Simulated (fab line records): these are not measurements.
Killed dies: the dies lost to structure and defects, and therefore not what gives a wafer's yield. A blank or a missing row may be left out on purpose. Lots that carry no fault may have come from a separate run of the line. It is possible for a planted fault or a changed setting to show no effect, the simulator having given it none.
Split-lot trial :: flow n5Finfet :: on a route of 1938 steps: 7 lots, 21 wafers read

## ON THE SPLIT
At N5_BEOL_M9_EXPOSE_25 (exposes mask V8), the setting doseMj was moved away from the recipe's 37.25 on 6 of the 21 wafers read, by -4.5% to +7.0%. All remaining wafers had this setting at the recipe value.

## FROM THE SPLIT TO THE READING: what the file shows between them, 2 steps
- N5_BEOL_M9_PEB_26: peb time 60 s
- N5_BEOL_M9_DEVELOP_27: develop time 30 s

## THE READING
cdNm at N5_BEOL_M9_CD_MEAS_28, given in nm (cd target 70 nm). On this fab line, fault-free wafers typically give 70.0 nm with a standard deviation of 0.32 nm.

wafer: L076.2
tool, chamber at the split: euvScanner-02, 0
doseMj as run: 37.25
against the recipe: recipe
cdNm, nm: 70.1
against lot-mates on the recipe: -

wafer: L076.4
tool, chamber at the split: euvScanner-02, 0
doseMj as run: 37.25
against the recipe: recipe
cdNm, nm: 69.9
against lot-mates on the recipe: -

wafer: L076.6
tool, chamber at the split: euvScanner-02, 0
doseMj as run: 37.25
against the recipe: recipe
cdNm, nm: 70.0
against lot-mates on the recipe: -

wafer: L075.1
tool, chamber at the split: euvScanner-02, 0
doseMj as run: 37.25
against the recipe: recipe
cdNm, nm: 70.1
against lot-mates on the recipe: -

wafer: L075.3
tool, chamber at the split: euvScanner-02, 0
doseMj as run: 37.25
against the recipe: recipe
cdNm, nm: 70.0
against lot-mates on the recipe: -

wafer: L075.6
tool, chamber at the split: euvScanner-02, 0
doseMj as run: 37.25
against the recipe: recipe
cdNm, nm: 69.6
against lot-mates on the recipe: -

wafer: L084.2
tool, chamber at the split: euvScanner-02, 0
doseMj as run: 39.84
against the recipe: +7.0%
cdNm, nm: 71.4
against lot-mates on the recipe: +1.4

wafer: L084.5
tool, chamber at the split: euvScanner-02, 0
doseMj as run: 37.25
against the recipe: recipe
cdNm, nm: 70.0
against lot-mates on the recipe: -

wafer: L084.6
tool, chamber at the split: euvScanner-02, 0
doseMj as run: 39.84
against the recipe: +7.0%
cdNm, nm: 70.9
against lot-mates on the recipe: +0.9

wafer: L085.2
tool, chamber at the split: euvScanner-01, 0
doseMj as run: 36.33
against the recipe: -2.5%
cdNm, nm: 69.8
against lot-mates on the recipe: -0.6

wafer: L085.4
tool, chamber at the split: euvScanner-01, 0
doseMj as run: 36.33
against the recipe: -2.5%
cdNm, nm: 69.9
against lot-mates on the recipe: -0.5

wafer: L085.6
tool, chamber at the split: euvScanner-01, 0
doseMj as run: 37.25
against the recipe: recipe
cdNm, nm: 70.4
against lot-mates on the recipe: -

wafer: L089.3
tool, chamber at the split: euvScanner-02, 0
doseMj as run: 37.25
against the recipe: recipe
cdNm, nm: 70.4
against lot-mates on the recipe: -

wafer: L089.5
tool, chamber at the split: euvScanner-02, 0
doseMj as run: 37.25
against the recipe: recipe
cdNm, nm: 70.5
against lot-mates on the recipe: -

wafer: L089.6
tool, chamber at the split: euvScanner-02, 0
doseMj as run: 37.25
against the recipe: recipe
cdNm, nm: 70.0
against lot-mates on the recipe: -

wafer: L091.2
tool, chamber at the split: euvScanner-02, 0
doseMj as run: 37.25
against the recipe: recipe
cdNm, nm: 70.4
against lot-mates on the recipe: -

wafer: L091.4
tool, chamber at the split: euvScanner-02, 0
doseMj as run: 35.59
against the recipe: -4.5%
cdNm, nm: 69.0
against lot-mates on the recipe: -1.2

wafer: L091.6
tool, chamber at the split: euvScanner-02, 0
doseMj as run: 37.25
against the recipe: recipe
cdNm, nm: 70.0
against lot-mates on the recipe: -

wafer: L097.1
tool, chamber at the split: euvScanner-01, 0
doseMj as run: 37.25
against the recipe: recipe
cdNm, nm: 69.8
against lot-mates on the recipe: -

wafer: L097.3
tool, chamber at the split: euvScanner-01, 0
doseMj as run: 36.28
against the recipe: -2.6%
cdNm, nm: 68.7
against lot-mates on the recipe: -1.1

wafer: L097.5
tool, chamber at the split: euvScanner-01, 0
doseMj as run: 37.25
against the recipe: recipe
cdNm, nm: 69.9
against lot-mates on the recipe: -

THE FIT
A straight line over all 21 wafers: cdNm changes by +0.181 nm for each +1% of doseMj; r = +0.83; the points scatter about the line by 0.33 nm.
The same after taking each lot's own level away (the mean of its wafers on the recipe; 21 wafers): +0.201 nm for each +1%; r = +0.92; scatter 0.23 nm.
That fit puts the effect of the largest move of doseMj on the reading at 1.4 nm.
Across the lots, their own levels run from 69.85 to 70.40 nm, a range of 1.7 times the standard deviation given above.
Hence the lot-to-lot level has little effect on the slope; both slopes agree.
Check: +1.27 nm against its lot-mates is what the line predicts for one of the wafers moved furthest among these (+7.0%) when that wafer is left out of the fit. It came out at +1.4 nm against them.

## OTHER SPLITS APPLIED TO THESE WAFERS
Other splits were also applied to these wafers ahead of the reading. Each is held against what the fit with the lots' levels taken away leaves over:
other split on the same wafers: N5_BEOL_M4_EXPOSE_25 doseMj
wafers away from the commonest value: 8
r with cdNm (lot level and that fit taken away): -0.25

other split on the same wafers: N5_BEOL_M7_ETCH_66 biasW
wafers away from the commonest value: 8
r with cdNm (lot level and that fit taken away): -0.14

other split on the same wafers: N5_BEOL_M8_ETCH_62 biasW
wafers away from the commonest value: 3
r with cdNm (lot level and that fit taken away): +0.07

## THE FILE'S OWN FIT
cdNm changes by +0.217 nm for each +1% of doseMj, r = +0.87.
